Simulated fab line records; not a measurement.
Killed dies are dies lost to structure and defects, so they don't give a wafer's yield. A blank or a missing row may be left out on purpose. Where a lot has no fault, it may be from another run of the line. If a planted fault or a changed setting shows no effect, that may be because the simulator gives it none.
Matching of chambers ; flow n5_finfet ; uv_cure-03 running N5_BEOL_M9_CURE_71: 3 sister chambers
The step cures SiCOH lowk, time 240 s. 6 wafers are shown with their chamber, then 12 later ones without.

WAFERS, EACH WITH ITS CHAMBER
wafer;chamber;wafer_temp_C_max;lamp_power_pct (%)
L081.4;2;388.3;52.27
L081.6;2;387.3;52.43
L084.4;0;387.3;52.31
L084.5;0;387.5;52.22
L092.3;1;386.0;52.35
L092.6;1;386.1;52.34

WAFERS MISSING THEIR CHAMBER
wafer;wafer_temp_C_max;lamp_power_pct (%)
L097.2;387.9;52.41
L097.3;388.2;52.33
L097.5;388.2;52.42
L094.1;387.9;52.27
L094.4;388.6;52.27
L094.5;388.2;52.33
L096.1;388.3;52.27
L096.3;387.7;52.22
L096.6;386.4;52.32
L095.1;388.4;52.27
L095.3;388.0;52.36
L095.5;388.1;52.24

WHICH CHAMBER EACH WENT THROUGH
wafer;from the rows above;in truth
L097.2;can't be placed: 2 or 0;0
L097.3;can't be placed: 2 or 0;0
L097.5;can't be placed: 2 or 0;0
L094.1;can't be placed: 2 or 0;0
L094.4;can't be placed: 2 or 0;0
L094.5;can't be placed: 2 or 0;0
L096.1;can't be placed: 2 or 0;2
L096.3;can't be placed: 0 or 2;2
L096.6;can't be placed: 1 or 0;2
L095.1;can't be placed: 2 or 0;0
L095.3;can't be placed: 2 or 0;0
L095.5;can't be placed: 2 or 0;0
0 of 12 placed correctly. Cannot be placed on the basis of these rows: 12; the candidates contain the true chamber in 11. Wrongly placed: 0.
How it was worked out, from the rows above alone: a wafer's distance from a chamber is the root of the sum, over the readings, of the square of ((its reading less the chamber's mean) divided by the reading's scatter). If the next closest chamber is less than 2 further off than the closest, the wafer can't be placed; otherwise it belongs to the closest. Each chamber's mean is taken over the wafers shown for it. How the scatter is found: for the shown wafers, subtract from each reading the mean of its chamber, square and add these, divide the total by (wafers less chambers), then take the root.
